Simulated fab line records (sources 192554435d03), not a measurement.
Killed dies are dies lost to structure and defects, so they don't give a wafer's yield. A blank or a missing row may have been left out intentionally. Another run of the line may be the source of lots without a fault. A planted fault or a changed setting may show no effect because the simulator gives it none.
Chamber matching	flow n5Finfet	rieDiel-06 running N5_BEOL_M8_STRIP_19: 4 sister chambers
The step strips in O2. 4 wafers are shown with their chamber, then 11 later ones without.

== WAFERS, EACH WITH ITS CHAMBER ==
wafer	chamber	drypumpMotorCurrentA (A)
L092.1	2	5.3
L092.4	1	5.5
L092.6	3	5.5
L091.1	0	6.5

== WAFERS WITH NO CHAMBER GIVEN ==
wafer	drypumpMotorCurrentA (A)
L091.2	5.4
L091.3	5.5
L093.1	6.5
L093.2	5.4
L093.4	5.5
L094.1	5.4
L094.5	5.4
L094.6	5.5
L095.3	5.5
L095.5	6.5
L095.6	5.5

== WHICH CHAMBER EACH WENT THROUGH ==
wafer	from the rows above	in truth
L091.2	can't be placed: 1 or 3 or 2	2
L091.3	can't be placed: 1 or 3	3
L093.1	0	0
L093.2	can't be placed: 1 or 3 or 2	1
L093.4	can't be placed: 1 or 3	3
L094.1	can't be placed: 1 or 3 or 2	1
L094.5	can't be placed: 1 or 3 or 2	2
L094.6	can't be placed: 1 or 3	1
L095.3	can't be placed: 1 or 3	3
L095.5	0	0
L095.6	can't be placed: 1 or 3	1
Correctly placed: 2 of 11. From these rows, 9 cannot be placed; in 9 the true chamber is one of the candidates. Placed wrongly: 0.
How it was worked out, from the rows above alone: a wafer's distance from a chamber is the root of the sum, over the readings, of the square of ((its reading less the chamber's mean) divided by the reading's scatter). The wafer belongs to the nearest chamber; if the next one is less than 2 further off, it can't be placed. The mean given for a chamber averages the wafers shown for that chamber. The scatter: with one shown wafer a chamber, the root of the mean of the squares of how far each hidden wafer lies from its nearest shown one.
